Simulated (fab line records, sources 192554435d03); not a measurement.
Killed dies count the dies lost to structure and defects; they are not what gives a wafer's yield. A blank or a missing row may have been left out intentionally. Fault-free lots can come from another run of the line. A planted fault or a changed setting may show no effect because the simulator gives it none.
Chamber matching :: flow n5_finfet :: rie_diel-03 running N5_BEOL_M3_ETCH_63: 4 sister chambers
The step etches SiARC in CF4, target depth 15.6 nm, time 26 s. 4 wafers are shown with their chamber, then 8 later ones without.

== WAFERS WITH THEIR CHAMBER ==
wafer: L076.6
chamber: 2
showerhead_plenum_p_Torr (Torr): 2.01

wafer: L081.6
chamber: 0
showerhead_plenum_p_Torr (Torr): 2.20

wafer: L083.5
chamber: 1
showerhead_plenum_p_Torr (Torr): 2.23

wafer: L093.1
chamber: 3
showerhead_plenum_p_Torr (Torr): 2.03

== WAFERS MISSING THEIR CHAMBER ==
wafer: L093.2
showerhead_plenum_p_Torr (Torr): 2.19

wafer: L093.3
showerhead_plenum_p_Torr (Torr): 2.25

wafer: L095.1
showerhead_plenum_p_Torr (Torr): 2.19

wafer: L095.3
showerhead_plenum_p_Torr (Torr): 2.22

wafer: L095.6
showerhead_plenum_p_Torr (Torr): 2.19

wafer: L097.1
showerhead_plenum_p_Torr (Torr): 2.25

wafer: L097.3
showerhead_plenum_p_Torr (Torr): 2.22

wafer: L097.6
showerhead_plenum_p_Torr (Torr): 2.03

== THE CHAMBER EACH PASSED THROUGH ==
wafer: L093.2
from the rows above: 0
in truth: 0

wafer: L093.3
from the rows above: 1
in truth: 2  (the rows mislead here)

wafer: L095.1
from the rows above: 0
in truth: 0

wafer: L095.3
from the rows above: can't be placed: 1 or 0
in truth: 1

wafer: L095.6
from the rows above: 0
in truth: 0

wafer: L097.1
from the rows above: 1
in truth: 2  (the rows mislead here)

wafer: L097.3
from the rows above: can't be placed: 1 or 0
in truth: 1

wafer: L097.6
from the rows above: can't be placed: 3 or 2
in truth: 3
3 of 8 placed correctly. Can't be placed from these rows: 3 (the true chamber is among the candidates in 3). Number placed wrongly: 2.
How it was worked out, from the rows above alone: a wafer's distance from a chamber is the root of the sum, over the readings, of the square of ((its reading less the chamber's mean) divided by the reading's scatter). If the next closest chamber is less than 2 further off than the closest, the wafer can't be placed; otherwise it belongs to the closest. The mean given for a chamber averages the wafers shown for that chamber. The scatter (one wafer shown for each chamber): square how far every hidden wafer sits from the nearest shown wafer, average those squares and take the square root.
